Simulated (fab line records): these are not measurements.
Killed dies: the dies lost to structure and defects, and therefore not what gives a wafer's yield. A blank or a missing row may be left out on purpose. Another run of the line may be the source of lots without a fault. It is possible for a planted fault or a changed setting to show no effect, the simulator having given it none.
Split-lot trial + flow n5Finfet + 21 wafers read from 7 lots, route of 1938 steps

THE SPLIT ITSELF
At N5_PMOS_HMC_CHANNEL_EPI_PEB_07 (peb time 60 s), the setting pebTimeS was moved away from the recipe's 60 s on 3 of the 21 wafers read, by -20.2% to +15.8%. All remaining wafers had this setting at the recipe value.

SPLIT TO READING: what lies between them in the file, 1 step
- N5_PMOS_HMC_CHANNEL_EPI_DEVELOP_08: develop time 30 s

THE READING
At N5_PMOS_HMC_CHANNEL_EPI_CD_MEAS_09: cdNm in nanometres, against a target cd of 237.4 nm. Typical for fault-free wafers on this fab line: 237.5 nm, with standard deviation 0.87 nm.

| wafer  | tool, chamber at the split | pebTimeS as run, s | against the recipe | cdNm, nm | against lot-mates on the recipe |
|--------|----------------------------|--------------------|--------------------|----------|---------------------------------|
| L074.1 | lithoTrack-01, 0           | 60                 | recipe             | 239.7    | -                               |
| L074.2 | lithoTrack-01, 0           | 60                 | recipe             | 237.2    | -                               |
| L074.6 | lithoTrack-01, 0           | 60                 | recipe             | 237.0    | -                               |
| L076.1 | lithoTrack-01, 0           | 60                 | recipe             | 237.0    | -                               |
| L076.3 | lithoTrack-01, 0           | 60                 | recipe             | 237.0    | -                               |
| L076.6 | lithoTrack-01, 0           | 69.49              | +15.8%             | 242.5    | +5.5                            |
| L079.2 | lithoTrack-04, 0           | 69.24              | +15.4%             | 244.3    | +6.2                            |
| L079.4 | lithoTrack-04, 0           | 60                 | recipe             | 238.3    | -                               |
| L079.6 | lithoTrack-04, 0           | 60                 | recipe             | 238.0    | -                               |
| L081.3 | lithoTrack-01, 0           | 60                 | recipe             | 238.2    | -                               |
| L081.4 | lithoTrack-01, 0           | 60                 | recipe             | 237.9    | -                               |
| L081.6 | lithoTrack-01, 0           | 60                 | recipe             | 237.8    | -                               |
| L094.1 | lithoTrack-04, 0           | 60                 | recipe             | 237.4    | -                               |
| L094.3 | lithoTrack-04, 0           | 60                 | recipe             | 237.6    | -                               |
| L094.6 | lithoTrack-04, 0           | 47.85              | -20.2%             | 227.7    | -9.8                            |
| L095.1 | lithoTrack-04, 0           | 60                 | recipe             | 238.6    | -                               |
| L095.4 | lithoTrack-04, 0           | 60                 | recipe             | 238.3    | -                               |
| L095.5 | lithoTrack-04, 0           | 60                 | recipe             | 238.6    | -                               |
| L097.1 | lithoTrack-01, 0           | 60                 | recipe             | 235.9    | -                               |
| L097.2 | lithoTrack-01, 0           | 60                 | recipe             | 236.7    | -                               |
| L097.5 | lithoTrack-01, 0           | 60                 | recipe             | 235.8    | -                               |

THE FIT
A straight line over all 21 wafers: cdNm changes by +0.426 nm for each +1% of pebTimeS; r = +0.94; the points scatter about the line by 1 nm.
The same after taking each lot's own level away (the mean of its wafers on the recipe; 21 wafers): +0.425 nm for each +1%; r = +0.98; scatter 0.65 nm.
Per that fit: largest pebTimeS move, reading shift of 8.6 nm.
Measured against the standard deviation above, the lots' own levels, which go from 236.13 to 238.50 nm, span 2.7 times it.
The two slopes are in agreement: the lot-to-lot level therefore moves the slope only a little.
Check: for one of the wafers moved furthest among these (-20.2%), held out of the fit, the line's prediction against its lot-mates is -7.55 nm. Against them it came out at -9.8 nm.

THESE WAFERS: OTHER SPLITS
Other splits were also applied to these wafers ahead of the reading. Each is held against what the fit with the lots' levels taken away leaves over:
| other split on the same wafers          | wafers away from the commonest value | r with cdNm (lot level and that fit taken away) |
|-----------------------------------------|--------------------------------------|-------------------------------------------------|
| N5_WELL_APT_EXPOSE_05 doseMj            | 4                                    | -0.26                                           |
| N5_WELL_APT_DEVELOP_07 developTimeS     | 4                                    | -0.30                                           |
| N5_PMOS_HMC_CHANNEL_EPI_COAT_03 spinRpm | 9                                    | +0.32                                           |

THE WHOLE CHAIN: every reading that the file lists as answering this split, in the file's order
| step                               | what it does                                                           | reading                                                                    | change (the file's fit)               | r (the file's) |
|------------------------------------|------------------------------------------------------------------------|----------------------------------------------------------------------------|---------------------------------------|----------------|
| N5_PMOS_HMC_CHANNEL_EPI_CD_MEAS_09 | target cd 237.4 nm                                                     | cdNm                                                                       | +0.424 nm for each +1% of the setting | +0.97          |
| N5_PMOS_HMC_CHANNEL_EPI_DESCUM_14  | chemistry O2, time 7.9 s                                               | PMOS_HMC_CHANNEL_EPI.cdNm (the simulator's own value, which no gauge read) | +0.431 nm for each +1% of the setting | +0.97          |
| N5_PMOS_HMC_CHANNEL_EPI_ETCH_32    | etches BARC in N2/H2, stops on SiO2, target depth 85.8 nm, time 50.3 s | PMOS_HMC_CHANNEL_EPI.cdNm (the simulator's own value, which no gauge read) | +0.439 nm for each +1% of the setting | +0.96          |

THE FILE'S OWN FIT
cdNm changes by +0.424 nm for each +1% of pebTimeS, r = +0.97.
